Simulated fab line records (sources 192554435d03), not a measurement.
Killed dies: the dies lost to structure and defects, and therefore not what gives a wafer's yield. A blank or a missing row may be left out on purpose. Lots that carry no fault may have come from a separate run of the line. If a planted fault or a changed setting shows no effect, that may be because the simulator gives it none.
Code-filled problem report in 8D (eight disciplines) form + flow n5 finfet + the parts of the form that need people (team, actions taken, sign-off) are left out

## 1. THE PROBLEM
Wafers without a fault read 26.4 s, standard deviation 0.83; etch rf on time s at N5_BEOL_M5_ETCH_61 reads a mean of 33.3 s on 2 wafers belonging to 2 lots. That puts it +8.3 standard deviations away from the usual mean.
The step: etches SiARC in CF4, target depth 15.6 nm, time 26 s.
The first sign was on wafer L136.6 at day 11 13:34, on rie diel-02. The record holds 31 wafers of 11 lots with a number at this step. The rule behind "out" and "out of limits": a value lying over 4 standard deviations away from the usual mean. The other wafers with a number count as sound.

## 2. WHAT THIS IS AND IS NOT
| question                    | is                | is not                                                                                          |
|-----------------------------|-------------------|-------------------------------------------------------------------------------------------------|
| which readings at this step | etch rf on time s | drypump motor current A, oes product au, rf vpp V, showerhead plenum p Torr, throttle valve pct |
| which lots                  | L136, L137        | L124, L125, L128, L129, L131, L139, L141, L142, L146                                            |
| which wafers of those lots  | L136.6, L137.3    | L136.4, L136.5, L137.1, L137.5                                                                  |
| read on which tools         | rie diel-02       | rie diel-04, rie diel-05                                                                        |
| when                        | from day 11 13:34 | up to then (17 sound wafers); but 12 sound wafers of L137, L139, L141, L142, L146 came after    |

## 3. THE SUSPECTS, EACH WITH WHAT RULES IT OUT
Counting: if a tool at a process step up to the reading ran every lot that is out, it stays a suspect. Sound lots after the first of them don't rule it out here, since some wafers of a struck lot are sound.
- rie diel-02 at N5_BEOL_M5_DESCUM_16 (chemistry O2, time 7 s): kept. Ran every lot that is out, first one L136 (day 11 13:31); last sound lot up to then L129 (day 10 03:37).
- rie diel-02 at N5_BEOL_M5_ETCH_61 (etches SiARC in CF4, target depth 15.6 nm, time 26 s): kept. Ran every lot that is out, first one L136 (day 11 13:34); last sound lot up to then L129 (day 10 03:40). On those wafers its own readings are out: etch rf on time s.
What counting leaves: rie diel-02 at N5_BEOL_M5_DESCUM_16 and rie diel-02 at N5_BEOL_M5_ETCH_61.

## 4. THE CAUSE (what the simulator had put in)
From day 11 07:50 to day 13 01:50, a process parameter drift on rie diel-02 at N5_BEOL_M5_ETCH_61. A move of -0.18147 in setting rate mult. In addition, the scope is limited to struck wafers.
Of the 2 suspects that counting leaves, this tool is one.

## 5. THE CHAIN OF EFFECTS, in route order
Rows list readings where the struck wafers' mean (over those with a number) sits beyond 3 standard deviations from the usual. Only readings whose record carries a usual standard deviation are examined. hours: median over the lots of the time between each lot's start at the first step of this table that gives one and its start at this step. sigmas: the change, counted in usual standard deviations.
| hours | step               | reading           | usual  | on struck wafers | change | sigmas |
|-------|--------------------|-------------------|--------|------------------|--------|--------|
| 0     | N5_BEOL_M5_ETCH_61 | etch rf on time s | 26.4 s | 33.3             | +6.9   | +8.3   |
The process steps in it:
- N5_BEOL_M5_ETCH_61: etches SiARC in CF4, target depth 15.6 nm, time 26 s.
Later measuring or inspecting steps at which every struck wafer that the step has a row for has a number for every such reading, and none has moved that far: N5_BEOL_M5_CD_MEAS_18.

## 6. HOW IT WOULD HAVE BEEN CAUGHT EARLIER
In this record no reading fell out of limits until day 11 13:34, 6 hours after the fault had begun at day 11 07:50.
